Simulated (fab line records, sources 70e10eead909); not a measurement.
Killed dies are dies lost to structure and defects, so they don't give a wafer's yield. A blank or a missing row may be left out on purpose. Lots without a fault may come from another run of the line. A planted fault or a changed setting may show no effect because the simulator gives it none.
Chamber matching | flow nand_harc | NHARC_P_M2_STRIP_18 on rie_diel-04: 4 sister chambers
The step strips in N2/H2. 8 wafers are shown with their chamber, then 9 later ones without.

WAFERS WITH THEIR CHAMBER
wafer  | chamber | drypump_motor_current_A (A) | oes_product_au (a.u.)
L079.1 | 2       | 5.6                         | 1.007
L080.3 | 2       | 5.7                         | 1.005
L087.2 | 3       | 5.1                         | 0.990
L087.5 | 1       | 6.2                         | 0.989
L087.6 | 0       | 5.9                         | 0.992
L088.2 | 1       | 6.2                         | 0.989
L088.3 | 0       | 5.8                         | 0.997
L088.5 | 3       | 5.2                         | 0.999

WAFERS WITHOUT THEIR CHAMBER
wafer  | drypump_motor_current_A (A) | oes_product_au (a.u.)
L091.2 | 5.1                         | 0.992
L091.4 | 5.8                         | 1.007
L091.5 | 5.1                         | 0.996
L092.2 | 5.7                         | 0.986
L092.4 | 6.2                         | 0.994
L092.5 | 5.8                         | 0.991
L095.2 | 5.1                         | 0.998
L095.4 | 5.8                         | 1.002
L095.5 | 6.2                         | 0.989

WHICH CHAMBER EACH WENT THROUGH
wafer  | from the rows above     | in truth
L091.2 | 3                       | 3
L091.4 | can't be placed: 2 or 0 | 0
L091.5 | 3                       | 3
L092.2 | 0                       | 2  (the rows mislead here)
L092.4 | 1                       | 1
L092.5 | 0                       | 0
L095.2 | 3                       | 3
L095.4 | can't be placed: 0 or 2 | 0
L095.5 | 1                       | 1
Placed correctly: 6 of 9. Can't be placed from these rows: 2 (the true chamber is among the candidates in 2). Placed wrongly: 1.
How it was worked out, from the rows above alone: a wafer's distance from a chamber is the root of the sum, over the readings, of the square of ((its reading less the chamber's mean) divided by the reading's scatter). The wafer belongs to the nearest chamber; if the next one is less than 2 further off, it can't be placed. A chamber's mean is the mean of its shown wafers. The scatter: the root of (the sum of the squares of (reading less its chamber's mean) over the shown wafers, divided by (wafers less chambers)).
